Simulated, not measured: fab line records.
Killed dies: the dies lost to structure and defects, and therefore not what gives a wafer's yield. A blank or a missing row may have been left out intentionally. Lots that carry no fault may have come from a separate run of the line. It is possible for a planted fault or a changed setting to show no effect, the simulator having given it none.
Which tool is to blame?    flow n5_finfet    Sampling: 11 lots, 32 wafers, 5 of 1938 route steps

== WHAT THE GAUGES READ, wafer by wafer ==
The record lacks any reading of a measuring or inspecting step that a usual standard deviation could be used to judge.

== WHAT TOOL EACH LOT RAN ON (gives the tool, then ch and the chambers of the sampled wafers, and finally the start) ==
lot   N5_BEOL_M9_CMP_52              N5_BEOL_M10_COAT_05                N5_BEOL_M10_STRIP_67                N5_BEOL_M10_HM_OPEN_17             N5_PASSIVATION_PROBE_49
L490  cmp-01 ch 2,3, day 10 06:47    litho_track-05 ch 0, day 10 09:53  rie_diel-05 ch 0,1,2, day 10 10:35  rie_metal-02 ch 0,1, day 10 10:37  -
L491  cmp-01 ch 0,2, day 10 07:01    litho_track-01 ch 0, day 10 09:47  rie_diel-04 ch 0,3, day 10 10:21    rie_metal-01 ch 0,1, day 10 10:23  -
L492  cmp-02 ch 1,2,3, day 10 10:05  litho_track-01 ch 0, day 10 11:44  rie_diel-04 ch 0,3, day 10 12:17    rie_metal-02 ch 0,1, day 10 12:22  -
L494  cmp-02 ch 0,1,3, day 11 04:25  litho_track-01 ch 0, day 11 07:50  rie_diel-04 ch 1,2,3, day 11 08:35  rie_metal-02 ch 0,1, day 11 08:38  prober-02, day 13 15:33
L495  cmp-01 ch 0,1,3, day 11 05:56  litho_track-01 ch 0, day 11 08:22  rie_diel-04 ch 1,2, day 11 09:12    rie_metal-03 ch 0,1, day 11 09:14  -
L496  cmp-03 ch 1,2,3, day 11 13:34  litho_track-05 ch 0, day 11 15:30  rie_diel-04 ch 0,1,2, day 11 16:11  rie_metal-03 ch 0,1, day 11 16:16  -
L497  cmp-02 ch 1,2,3, day 11 21:05  litho_track-01 ch 0, day 11 23:26  rie_diel-05 ch 0,2, day 12 00:46    rie_metal-01 ch 0,1, day 12 00:50  -
L500  cmp-02 ch 1,2,3, day 12 02:40  litho_track-02 ch 0, day 12 05:55  rie_diel-05 ch 0,1, day 12 07:02    rie_metal-02 ch 0,1, day 12 07:04  -
L501  cmp-01 ch 2,3, day 13 00:28    litho_track-05 ch 0, day 13 03:39  rie_diel-05 ch 0,3, day 13 04:27    rie_metal-03 ch 0,1, day 13 04:29  -
L502  cmp-02 ch 0,1,3, day 13 04:59  litho_track-02 ch 0, day 13 09:18  rie_diel-04 ch 1,2,3, day 13 09:59  rie_metal-03 ch 0,1, day 13 10:02  -
L510  cmp-03 ch 0,2,3, day 15 08:22  litho_track-02 ch 0, day 15 10:34  rie_diel-01 ch 0,1,2, day 15 11:53  rie_metal-01 ch 0,1, day 15 11:56  -
- N5_BEOL_M9_CMP_52: polishes, stops on SiCOH lowk, t overpolish 7 s, target thk 140 nm.
- N5_BEOL_M10_COAT_05: resist thk 90 nm.
- N5_BEOL_M10_STRIP_67: strips in CF4.
- N5_BEOL_M10_HM_OPEN_17: chemistry Cl2/BCl3, target TiN, target depth 20 nm, overetch 6 nm.
- N5_PASSIVATION_PROBE_49

== AS READ BY THE TOOLS THEMSELVES (means over the sampled wafers that have a number; for cases with no such wafer, the mark the record gives instead) ==
N5_BEOL_M9_CMP_52.
lot   tool    barrier_field_endpoint_s (s)  motor_current_A (A)  overpolish_run_s (s)  retaining_ring_pressure_frac  slurry_filter_dp_kPa (kPa)  time_to_endpoint_s (s)
L490  cmp-01  28.7                          6.6                  7.005                 0.999                         13.39                       66
L491  cmp-01  28.7                          6.6                  7.004                 0.999                         13.49                       66
L492  cmp-02  29.4                          6.3                  6.996                 1.001                         13.41                       64
L494  cmp-02  29.0                          5.7                  7.000                 0.999                         13.55                       68
L495  cmp-01  29.7                          6.3                  6.998                 0.991                         13.45                       65
L496  cmp-03  29.7                          6.2                  7.003                 0.998                         13.59                       64
L497  cmp-02  29.6                          6.1                  7.005                 1.001                         13.55                       66
L500  cmp-02  28.3                          6.3                  7.007                 1.005                         13.58                       67
L501  cmp-01  30.4                          6.5                  7.002                 0.998                         13.51                       66
L502  cmp-02  28.1                          5.9                  6.993                 1.000                         13.50                       64
L510  cmp-03  28.9                          6.9                  6.996                 1.005                         13.47                       68

N5_BEOL_M10_COAT_05.
lot   tool            dispense_pressure_kPa (kPa)  spin_speed_rpm (rpm)
L490  litho_track-05  55.7                         1500.8
L491  litho_track-01  51.1                         1500.1
L492  litho_track-01  51.1                         1500.5
L494  litho_track-01  51.0                         1426.5
L495  litho_track-01  51.0                         1425.6
L496  litho_track-05  55.7                         1500.5
L497  litho_track-01  51.0                         1426.0
L500  litho_track-02  53.5                         1499.3
L501  litho_track-05  55.7                         1500.8
L502  litho_track-02  53.4                         1500.4
L510  litho_track-02  53.5                         1498.7

N5_BEOL_M10_STRIP_67.
lot   tool         bias_power_w (W)  drypump_motor_current_A (A)  oes_product_au (a.u.)  rf_vpp_V (V)  showerhead_plenum_p_Torr (Torr)  throttle_valve_pct (%)
L490  rie_diel-05  75.12             5.4                          0.75                   268.8         1.71                             13.7
L491  rie_diel-04  75.00             5.4                          0.89                   271.5         1.81                             13.0
L492  rie_diel-04  75.19             5.7                          0.88                   272.3         1.81                             13.1
L494  rie_diel-04  74.77             5.5                          0.91                   271.9         1.84                             13.2
L495  rie_diel-04  75.19             5.7                          0.94                   271.1         1.85                             13.4
L496  rie_diel-04  74.97             5.8                          0.91                   272.2         1.84                             13.3
L497  rie_diel-05  75.16             5.2                          0.71                   268.5         1.71                             14.0
L500  rie_diel-05  74.87             5.3                          0.75                   270.1         1.73                             13.6
L501  rie_diel-05  75.06             5.0                          0.81                   271.1         1.79                             13.7
L502  rie_diel-04  75.07             5.4                          0.88                   272.5         1.84                             13.3
L510  rie_diel-01  74.97             5.5                          0.77                   270.3         1.77                             13.6

N5_BEOL_M10_HM_OPEN_17.
lot   tool          bias_w (W)  drypump_motor_current_A (A)  mfc_ar_sccm (sccm)  oes_product_au (a.u.)  throttle_valve_pct (%)
L490  rie_metal-02  126.4       6.1                          25.04               0.63                   22.52
L491  rie_metal-01  126.0       5.4                          25.05               0.65                   22.18
L492  rie_metal-02  126.0       6.2                          24.96               0.65                   22.48
L494  rie_metal-02  126.7       6.0                          24.95               0.63                   22.53
L495  rie_metal-03  126.2       5.9                          25.01               0.67                   22.29
L496  rie_metal-03  126.5       5.9                          25.01               0.67                   22.30
L497  rie_metal-01  125.5       5.1                          24.97               0.66                   22.08
L500  rie_metal-02  126.2       6.1                          24.98               0.62                   22.53
L501  rie_metal-03  126.3       5.9                          25.01               0.62                   22.27
L502  rie_metal-03  126.0       5.9                          25.00               0.66                   22.30
L510  rie_metal-01  125.8       5.1                          25.09               0.65                   22.08

N5_PASSIVATION_PROBE_49.
lot   tool       defect_limited_yield (%)  killed_at_M0_to_M3  killed_at_M4_up  killed_at_contacts  killed_at_front_end  killed_at_other  killed_dies  killed_open  killed_short  sort_bin_5_function (%)  sort_bin_6_memory (%)  sort_n_pass  sort_yield_pct (%)
L494  prober-02  91.9                      39                  12               5                   36                   2                95           64           30            4.2                      3.6                    1085         91.9

== THE ANSWER, worked out from the rows above alone ==
Rule: the lots themselves supply what counts as usual. The widest of any qualifying gaps counts: lots, ordered by their means at a reading, are off when they make up no more than a third of the lots, leave a main group of 4 or more, and stand apart from it by 3 or more times the standard deviation of that group's means. A main group is skipped when, at the precision printed for the reading in the tables above, its means are all equal. Also off: a lot with no number at a reading for which 4 or more lots have one. The other lots that the step has rows for count as sound. Order of review: gauges by route order, followed by the tools' own readings, for which a lot's mean as printed above is used. The first step at which some lot is off is used, and at that step the reading that is off furthest; a lot without a number counts as furthest.
Off: L494, L495, L497 (N5_BEOL_M10_COAT_05, spin_speed_rpm). Main group: mean 1500.1 rpm, sd 0.71.
A tool fits if, at that step or a process step before it, it ran every lot that is off, and no sound lot after the first of them. One fits: N5_BEOL_M10_COAT_05 on litho_track-01. Its last sound lot is L492 (day 10 11:44), its first lot that is off L494 (day 11 07:50): a fault that began between those two fits.
On the lots that are off, the tool's own readings at N5_BEOL_M10_COAT_05 differ by more than 5 times the standard deviation of the sound lots' means, which bears it out; spin_speed_rpm reads 1426.0 rpm there versus 1500.1 rpm on the sound lots.

== WHAT THE SIMULATOR HAD PUT IN ==
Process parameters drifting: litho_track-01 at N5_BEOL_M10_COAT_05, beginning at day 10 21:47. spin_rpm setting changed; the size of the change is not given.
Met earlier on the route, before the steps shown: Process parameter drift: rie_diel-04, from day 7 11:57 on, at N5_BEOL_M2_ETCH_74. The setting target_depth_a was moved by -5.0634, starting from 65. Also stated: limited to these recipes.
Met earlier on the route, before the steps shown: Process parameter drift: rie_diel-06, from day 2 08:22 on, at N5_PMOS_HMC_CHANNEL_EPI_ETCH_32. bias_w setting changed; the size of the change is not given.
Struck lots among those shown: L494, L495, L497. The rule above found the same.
